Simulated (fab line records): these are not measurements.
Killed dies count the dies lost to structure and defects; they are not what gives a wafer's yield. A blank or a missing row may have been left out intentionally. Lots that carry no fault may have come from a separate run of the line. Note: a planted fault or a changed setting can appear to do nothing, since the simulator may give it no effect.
Comparing a struck lot with a sound one + flow nand_harc + 15 out of 1302 route steps
Sound: wafers L780.2, L780.5, L780.6. Struck: wafer L768.3 (left out: L768.1, L768.6 of the same lot, which were not struck); the cause appears at the end.
Order at every step that has rows: each side's tool, ch and its chambers, its first start. Under that, the readings that differ: sound wafers + struck wafers + difference of the means + sigmas: that difference in standard deviations of wafers without a fault.
alike: readings whose means differ by less than 2 such deviations, and words and numbers that are the same on both sides. not compared: withheld readings, readings that some wafer has no value for, bounds like >300 that may hide the same value, and numbers for which the record gives no deviation and whose values overlap.
A row with sigmas, a row that says differs or no value, or rows on one side alone: a step with any of these is where the two part. Numbers that don't overlap but have no deviation are shown without sigmas and don't part them. Lack of a reading on every wafer of one side parts them only where that side has two or more wafers.

first, 7 steps without rows for these wafers: NHARC_P_GATE_HMDS_19 (time 30 s); NHARC_P_GATE_COAT_20 (resist thk 90 nm); NHARC_P_GATE_SOFTBAKE_21 (time 55 s); NHARC_P_GATE_EBR_22; NHARC_P_GATE_EXPOSE_23 (exposes mask P GATE, target cd 120 nm); NHARC_P_GATE_PEB_24 (peb time 65 s); NHARC_P_GATE_DEVELOP_25 (develop time 35 s).
NHARC_P_GATE_CD_MEAS_26: the cd target is 120 nm.
  sound on cd_sem-01 ch 0, day 12 15:58; struck on cd_sem-02 ch 0, day 7 12:20
  alike: cd_nm
NHARC_P_GATE_OVL_MEAS_27:
  sound: overlay-01 at day 12 16:04; struck: overlay-02 at day 7 12:25
  alike: overlay_x_nm, overlay_y_nm
NHARC_P_GATE_INSPECT_28:
  sound: defect_inspect-01 at day 12 16:05; struck: defect_inspect-02 at day 7 12:28
  alike: raw_defect_count
NHARC_P_GATE_DESCUM_31: chemistry O2, time 3 s.
  sound on rie_diel-13 ch 0,1, day 12 16:10; struck on rie_diel-13 ch 1, day 7 12:32
  alike: chamber_pressure_mTorr, drypump_motor_current_A, mfc_ar_sccm, oes_product_au, rf_vpp_V, showerhead_plenum_p_Torr, throttle_valve_pct
  not compared: rf_hours_counter_h
NHARC_P_GATE_ETCH_104: etches the open film in CF4/CHF3, target depth 60 nm.
  sound on rie_diel-13 ch 0,1,2, day 12 16:15; struck on rie_diel-13 ch 0, day 7 12:37
  alike: chamber_pressure_mTorr, drypump_motor_current_A, mfc_ar_sccm, oes_product_au, rf_vpp_V, showerhead_plenum_p_Torr, throttle_valve_pct
NHARC_P_GATE_HM_OPEN_105: chemistry O2/COS, target depth 360 nm.
  sound on rie_diel-13 ch 2,3, day 12 16:00; struck on rie_diel-13 ch 1, day 7 12:00
| reading               | sound             | struck | difference | sigmas |
|-----------------------|-------------------|--------|------------|--------|
| oes_product_au (a.u.) | 1.004 0.988 0.983 | 0.557  | -0.435     | -36    |
  alike: chamber_pressure_mTorr, drypump_motor_current_A, mfc_ar_sccm, rf_vpp_V, showerhead_plenum_p_Torr, throttle_valve_pct
  not compared: rf_hours_counter_h
then, 1 step without rows for these wafers: NHARC_P_GATE_STRIP_106 (strips in O2/COS).
-- jump in the record: it breaks off in module P_GATE and resumes in module END (first step shown: number 1302 of the route), and 19 days separate the struck wafers' starts before and after --
NHARC_END_SORT_01:
  the record has rows for the struck wafers here (prober-01 ch 0, day 26 18:02) and none for the sound ones

== WHERE THEY PART ==
Last at NHARC_END_SORT_01 as far as this record goes, first at NHARC_P_GATE_HM_OPEN_105.

WHY: the cause the simulator had injected
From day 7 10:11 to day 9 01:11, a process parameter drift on rie_diel-13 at NHARC_P_GATE_HM_OPEN_105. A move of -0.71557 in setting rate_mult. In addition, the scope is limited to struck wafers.
